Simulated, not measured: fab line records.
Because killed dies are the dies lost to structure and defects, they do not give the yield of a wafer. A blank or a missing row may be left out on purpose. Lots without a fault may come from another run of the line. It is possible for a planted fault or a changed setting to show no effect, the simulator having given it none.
A struck lot beside a sound one	flow n5-finfet	14 steps out of a route of 1938
Sound: wafers L172.1, L172.4, L172.5. Struck: wafer L176.3. The cause is given at the end.
Each step with rows lists, per side, the tool, then ch with its chambers, then its first start. Under that, the readings that differ: sound wafers	struck wafers	difference of the means	sigmas: that difference in standard deviations of wafers without a fault.
alike: readings with means less than 2 such deviations apart, plus words and numbers identical on both sides. not compared: withheld readings, readings lacking a value on some wafer, bounds such as >300 that could conceal the same value, and numbers that have no deviation in the record and whose values overlap.
A row with sigmas, a row that says differs or no value, or rows on one side alone: a step with any of these is where the two part. Numbers that don't overlap but have no deviation are shown without sigmas and don't part them. Lack of a reading on every wafer of one side parts them only where that side has two or more wafers.

N5_BEOL_M12_OCD_MEAS_35:
  sound on ocd-02, day 17 13:08; struck on ocd-01, day 18 20:25
  alike: trench-depth-nm
N5_BEOL_M12_STRIP_37: strips in N2/H2.
  sound on plasma-asher-01 ch 0,1, day 17 13:10; struck on plasma-asher-01 ch 0, day 18 20:28
  alike: drypump-motor-current-A, heater-power-w, oes-product-au
  not compared: rf-hours-counter-h
then, 5 steps without rows for these wafers: N5_BEOL_M12_ETCH_38 (etches SiCN in CF4/N2, target depth 68.7 nm, time 73.4 s); N5_BEOL_M12_PRECLEAN_39 (cleans in residue remover, time 60 s); N5_BEOL_M12_SRD_40 (time 30 s, dry time 30 s); N5_BEOL_M12_DEGAS_41 (time 60 s); N5_BEOL_M12_PRE_CLEAN_42 (time 30 s).
N5_BEOL_M12_SPUTTER_43: material TaN, target thk 15 nm, time 24.19 s.
  sound on pvd-sputter-03, day 17 17:10; struck on pvd-sputter-02, day 18 21:01
  alike: throttle-valve-pct
N5_BEOL_M12_SPUTTER_44: material Ta, target thk 10 nm, time 16.13 s.
  sound on pvd-sputter-03, day 17 17:14; struck on pvd-sputter-02, day 18 21:05
  alike: throttle-valve-pct
N5_BEOL_M12_SPUTTER_45: material Cu, target thk 80 nm, time 13.33 s.
  sound on pvd-sputter-03, day 17 17:19; struck on pvd-sputter-02, day 18 21:10
  alike: chuck-sensor-temp-C, throttle-valve-pct
then, 1 step without rows for these wafers: N5_BEOL_M12_ECD_47 (material Cu, target thk 720 nm).
N5_BEOL_M12_ANNEAL_48: time 90 s.
  sound on rtp-anneal-02 ch 0, day 17 17:35; struck on rtp-anneal-02 ch 0, day 18 22:13
  alike: wafer_temp_C_max
N5_BEOL_M12_CMP_49: polishes, stops on SiOC, t overpolish 20.6 s, target thk 320 nm.
  sound on cmp-01 ch 2,3, day 17 17:53; struck on cmp-01 ch 0, day 18 22:31
reading	sound	struck	difference	sigmas
barrier-field-endpoint-s (s)	31.0 29.0 30.4	34.5	+4.4	+6
head-pressure-psi (psi)	1.0002 1.0001 1.0016	0.8876	-0.1130	-47
motor-current-A (A)	5.3 5.8 5.6	6.7	+1.1	+2
overpolish-run-s (s)	20.590 20.594 20.597	20.619	+0.025	+3
  alike: clearing-platen-rpm, slurry-filter-dp-kPa
  not compared: pad-life-wafers
N5_PASSIVATION_PROBE_49:
  sound on prober-02, day 19 02:55; struck on prober-01, day 20 12:02
reading	sound	struck	difference	sigmas
killed_at_M4_up	15 19 15	1	-15	-3
  alike: defect-limited-yield, killed_at_M0_to_M3, killed-at-contacts, killed-at-front-end, killed-at-other, killed-dies, killed-open, killed-short, sort_bin_5_function, sort_bin_6_memory, sort_bin_8_speed, sort-n-pass, sort-yield-pct

WHERE THEY PART
First at N5_BEOL_M12_CMP_49; last, within this record, at N5_PASSIVATION_PROBE_49.

WHY: what the simulator had put in
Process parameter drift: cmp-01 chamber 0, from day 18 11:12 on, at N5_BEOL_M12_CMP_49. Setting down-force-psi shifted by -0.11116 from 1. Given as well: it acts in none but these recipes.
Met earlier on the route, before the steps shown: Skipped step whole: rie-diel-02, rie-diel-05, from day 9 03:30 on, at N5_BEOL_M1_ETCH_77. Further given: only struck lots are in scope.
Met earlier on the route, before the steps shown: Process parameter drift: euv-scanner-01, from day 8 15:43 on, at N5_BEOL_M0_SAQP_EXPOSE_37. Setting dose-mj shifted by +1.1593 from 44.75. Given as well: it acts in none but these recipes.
